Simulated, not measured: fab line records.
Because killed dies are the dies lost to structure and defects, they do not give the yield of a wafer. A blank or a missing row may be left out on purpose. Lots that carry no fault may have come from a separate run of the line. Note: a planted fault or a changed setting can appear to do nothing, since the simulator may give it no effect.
Matching of chambers :: flow n5-finfet :: N5_BEOL_M8_ETCH_65 on rie-diel-02: 4 sister chambers
The step etches SiARC in CF4, target depth 15.6 nm, time 26 s. 18 wafers are shown with their chamber, then 9 later ones without.

## WAFERS WITH THEIR CHAMBER
wafer: L077.1
chamber: 1
showerhead-plenum-p-Torr (Torr): 2.14
drypump-motor-current-A (A): 6.2
throttle-valve-pct (%): 15.74

wafer: L077.4
chamber: 3
showerhead-plenum-p-Torr (Torr): 2.17
drypump-motor-current-A (A): 5.1
throttle-valve-pct (%): 15.57

wafer: L077.6
chamber: 2
showerhead-plenum-p-Torr (Torr): 2.08
drypump-motor-current-A (A): 5.7
throttle-valve-pct (%): 15.57

wafer: L080.1
chamber: 0
showerhead-plenum-p-Torr (Torr): 2.09
drypump-motor-current-A (A): 5.2
throttle-valve-pct (%): 15.47

wafer: L080.2
chamber: 1
showerhead-plenum-p-Torr (Torr): 2.14
drypump-motor-current-A (A): 6.1
throttle-valve-pct (%): 15.75

wafer: L080.6
chamber: 2
showerhead-plenum-p-Torr (Torr): 2.08
drypump-motor-current-A (A): 5.7
throttle-valve-pct (%): 15.59

wafer: L081.3
chamber: 0
showerhead-plenum-p-Torr (Torr): 2.09
drypump-motor-current-A (A): 5.2
throttle-valve-pct (%): 15.47

wafer: L081.5
chamber: 1
showerhead-plenum-p-Torr (Torr): 2.14
drypump-motor-current-A (A): 6.2
throttle-valve-pct (%): 15.74

wafer: L081.6
chamber: 2
showerhead-plenum-p-Torr (Torr): 2.08
drypump-motor-current-A (A): 5.8
throttle-valve-pct (%): 15.61

wafer: L082.1
chamber: 2
showerhead-plenum-p-Torr (Torr): 2.08
drypump-motor-current-A (A): 5.7
throttle-valve-pct (%): 15.61

wafer: L082.3
chamber: 0
showerhead-plenum-p-Torr (Torr): 2.09
drypump-motor-current-A (A): 5.2
throttle-valve-pct (%): 15.47

wafer: L082.6
chamber: 3
showerhead-plenum-p-Torr (Torr): 2.17
drypump-motor-current-A (A): 5.0
throttle-valve-pct (%): 15.59

wafer: L086.1
chamber: 3
showerhead-plenum-p-Torr (Torr): 2.17
drypump-motor-current-A (A): 5.1
throttle-valve-pct (%): 15.61

wafer: L086.2
chamber: 2
showerhead-plenum-p-Torr (Torr): 2.08
drypump-motor-current-A (A): 5.7
throttle-valve-pct (%): 15.63

wafer: L086.6
chamber: 1
showerhead-plenum-p-Torr (Torr): 2.13
drypump-motor-current-A (A): 6.2
throttle-valve-pct (%): 15.76

wafer: L089.1
chamber: 0
showerhead-plenum-p-Torr (Torr): 2.09
drypump-motor-current-A (A): 5.2
throttle-valve-pct (%): 15.50

wafer: L089.2
chamber: 1
showerhead-plenum-p-Torr (Torr): 2.13
drypump-motor-current-A (A): 6.1
throttle-valve-pct (%): 15.80

wafer: L089.6
chamber: 0
showerhead-plenum-p-Torr (Torr): 2.08
drypump-motor-current-A (A): 5.2
throttle-valve-pct (%): 15.50

SIGNATURES (means of the wafers above)
reading: showerhead-plenum-p-Torr
chamber 0: 2.0880
chamber 1: 2.1360
chamber 2: 2.0800
chamber 3: 2.1700
scatter within a chamber: 0.00378

reading: drypump-motor-current-A
chamber 0: 5.200
chamber 1: 6.160
chamber 2: 5.720
chamber 3: 5.067
scatter within a chamber: 0.0436

reading: throttle-valve-pct
chamber 0: 15.4820
chamber 1: 15.7580
chamber 2: 15.6020
chamber 3: 15.5900
scatter within a chamber: 0.0214
Rule: distance of a wafer from a chamber = root of the sum over the readings of ((wafer's reading minus chamber's mean) / reading's scatter) squared. If the next closest chamber is less than 2 further off than the closest, the wafer can't be placed; otherwise it belongs to the closest. How the scatter is found: for the shown wafers, subtract from each reading the mean of its chamber, square and add these, divide the total by (wafers less chambers), then take the root.

## WAFERS MISSING THEIR CHAMBER
wafer: L090.1
showerhead-plenum-p-Torr (Torr): 2.13
drypump-motor-current-A (A): 6.2
throttle-valve-pct (%): 15.80

wafer: L090.3
showerhead-plenum-p-Torr (Torr): 2.08
drypump-motor-current-A (A): 5.2
throttle-valve-pct (%): 15.52

wafer: L090.6
showerhead-plenum-p-Torr (Torr): 2.07
drypump-motor-current-A (A): 5.7
throttle-valve-pct (%): 15.65

wafer: L093.1
showerhead-plenum-p-Torr (Torr): 2.08
drypump-motor-current-A (A): 5.2
throttle-valve-pct (%): 15.52

wafer: L093.4
showerhead-plenum-p-Torr (Torr): 2.16
drypump-motor-current-A (A): 5.1
throttle-valve-pct (%): 15.64

wafer: L093.6
showerhead-plenum-p-Torr (Torr): 2.07
drypump-motor-current-A (A): 5.7
throttle-valve-pct (%): 15.66

wafer: L095.3
showerhead-plenum-p-Torr (Torr): 2.16
drypump-motor-current-A (A): 5.1
throttle-valve-pct (%): 15.66

wafer: L095.5
showerhead-plenum-p-Torr (Torr): 2.16
drypump-motor-current-A (A): 5.1
throttle-valve-pct (%): 15.66

wafer: L095.6
showerhead-plenum-p-Torr (Torr): 2.07
drypump-motor-current-A (A): 5.8
throttle-valve-pct (%): 15.66

## CHAMBER TAKEN BY EACH
wafer: L090.1
from the rows above: 1
in truth: 1

wafer: L090.3
from the rows above: 0
in truth: 0

wafer: L090.6
from the rows above: 2
in truth: 2

wafer: L093.1
from the rows above: 0
in truth: 0

wafer: L093.4
from the rows above: 3
in truth: 3

wafer: L093.6
from the rows above: 2
in truth: 2

wafer: L095.3
from the rows above: 3
in truth: 3

wafer: L095.5
from the rows above: 3
in truth: 3

wafer: L095.6
from the rows above: 2
in truth: 2
Correctly placed: 9 of 9. From these rows, 0 cannot be placed. Number placed wrongly: 0.
